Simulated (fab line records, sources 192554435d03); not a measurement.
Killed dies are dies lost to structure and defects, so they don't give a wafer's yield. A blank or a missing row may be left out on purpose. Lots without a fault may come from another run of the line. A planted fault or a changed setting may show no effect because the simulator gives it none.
Chamber matching | flow n5_finfet | N5_BEOL_M12_DEP_53 on pecvd-03: 3 sister chambers
The step deposits SiCN from 3MS/NH3, target thk 30 nm, time 10.5 s. 3 wafers are shown with their chamber, then 8 later ones without.

WAFERS WITH THEIR CHAMBER
wafer  | chamber | showerhead_plenum_p_Torr (Torr)
L088.4 | 1       | 4.183
L087.5 | 2       | 4.133
L093.1 | 0       | 4.138

WAFERS WITHOUT THEIR CHAMBER
wafer  | showerhead_plenum_p_Torr (Torr)
L093.3 | 4.176
L093.5 | 4.135
L094.1 | 4.124
L094.3 | 4.183
L094.4 | 4.138
L096.2 | 4.133
L096.4 | 4.131
L096.6 | 4.135

WHICH CHAMBER EACH WENT THROUGH
wafer  | from the rows above     | in truth
L093.3 | 1                       | 1
L093.5 | can't be placed: 2 or 0 | 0
L094.1 | can't be placed: 2 or 0 | 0
L094.3 | 1                       | 1
L094.4 | can't be placed: 0 or 2 | 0
L096.2 | can't be placed: 2 or 0 | 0
L096.4 | can't be placed: 2 or 0 | 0
L096.6 | can't be placed: 2 or 0 | 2
Placed correctly: 2 of 8. Can't be placed from these rows: 6 (the true chamber is among the candidates in 6). Placed wrongly: 0.
How it was worked out, from the rows above alone: a wafer's distance from a chamber is the root of the sum, over the readings, of the square of ((its reading less the chamber's mean) divided by the reading's scatter). The wafer belongs to the nearest chamber; if the next one is less than 2 further off, it can't be placed. A chamber's mean is the mean of its shown wafers. The scatter: with one shown wafer a chamber, the root of the mean of the squares of how far each hidden wafer lies from its nearest shown one.
